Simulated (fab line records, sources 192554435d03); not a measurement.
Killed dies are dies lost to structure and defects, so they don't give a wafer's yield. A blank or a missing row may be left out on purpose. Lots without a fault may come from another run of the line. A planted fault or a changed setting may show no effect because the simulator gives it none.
Split-lot experiment | flow n5_finfet | 7 lots, 21 wafers read, on a route of 1938 steps

THE SPLIT
At N5_BEOL_M9_CMP_52 (polishes, stops on SiCOH lowk, t overpolish 7 s, target thk 140 nm), the setting down_force_psi was moved away from the recipe's 1 psi on 5 of the 21 wafers read, by -19.9% to +13.8%. The other wafers ran this setting at the recipe's value.

The reading is taken at the split's own step.

THE READING
barrier_field_endpoint_s, in s, at N5_BEOL_M9_CMP_52 (polishes, stops on SiCOH lowk, t overpolish 7 s, target thk 140 nm). Fault-free wafers of this fab line usually give 28.6 s, standard deviation 0.77 s.

wafer  | tool, chamber at the split | down_force_psi as run, psi | against the recipe | barrier_field_endpoint_s, s | against lot-mates on the recipe
L074.3 | cmp-01, 1                  | 1                          | recipe             | 29.1                        | -
L074.1 | cmp-01, 2                  | 1                          | recipe             | 29.2                        | -
L074.5 | cmp-01, 0                  | 1                          | recipe             | 28.9                        | -
L075.2 | cmp-02, 2                  | 1                          | recipe             | 26.6                        | -
L075.3 | cmp-02, 3                  | 1.138                      | +13.8%             | 24.8                        | -1.8
L075.5 | cmp-02, 0                  | 1.138                      | +13.8%             | 23.9                        | -2.7
L080.1 | cmp-02, 3                  | 1                          | recipe             | 28.0                        | -
L080.2 | cmp-02, 0                  | 1                          | recipe             | 27.4                        | -
L080.6 | cmp-02, 2                  | 1                          | recipe             | 28.0                        | -
L079.2 | cmp-01, 3                  | 0.9116                     | -8.8%              | 31.9                        | +3.4
L079.3 | cmp-01, 1                  | 1                          | recipe             | 28.4                        | -
L079.4 | cmp-01, 2                  | 1                          | recipe             | 28.7                        | -
L083.1 | cmp-02, 2                  | 0.8007                     | -19.9%             | 34.0                        | +6.6
L083.3 | cmp-02, 3                  | 1                          | recipe             | 27.1                        | -
L083.6 | cmp-02, 1                  | 1                          | recipe             | 27.6                        | -
L084.1 | cmp-01, 3                  | 1                          | recipe             | 29.7                        | -
L084.3 | cmp-01, 1                  | 1                          | recipe             | 28.7                        | -
L084.2 | cmp-01, 2                  | 1                          | recipe             | 28.9                        | -
L096.4 | cmp-01, 2                  | 1                          | recipe             | 29.8                        | -
L096.1 | cmp-01, 0                  | 1                          | recipe             | 28.9                        | -
L096.3 | cmp-01, 1                  | 0.9054                     | -9.5%              | 31.4                        | +2.0

THE FIT
A straight line over all 21 wafers: barrier_field_endpoint_s changes by -0.298 s for each +1% of down_force_psi; r = -0.93; the points scatter about the line by 0.85 s.
The same after taking each lot's own level away (the mean of its wafers on the recipe; 21 wafers): -0.255 s for each +1%; r = -0.94; scatter 0.64 s.
On that fit, the largest move of down_force_psi shifts the reading by 5.1 s.
The lots' own levels span 26.60 to 29.35 s, that is 3.6 times the standard deviation above.
So the lot-to-lot level changes the slope: the two fits differ.
Check: with one of the wafers moved furthest among these (-19.9%) left out of the fit, the line predicts +4.22 s for it against its lot-mates. It came out at +6.65 s against them.
Tool readings at the split's step, against how far the setting was moved: barrier_field_endpoint_s r = -0.93.

THE FILE'S OWN FIT
barrier_field_endpoint_s changes by -0.278 s for each +1% of down_force_psi, r = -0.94.
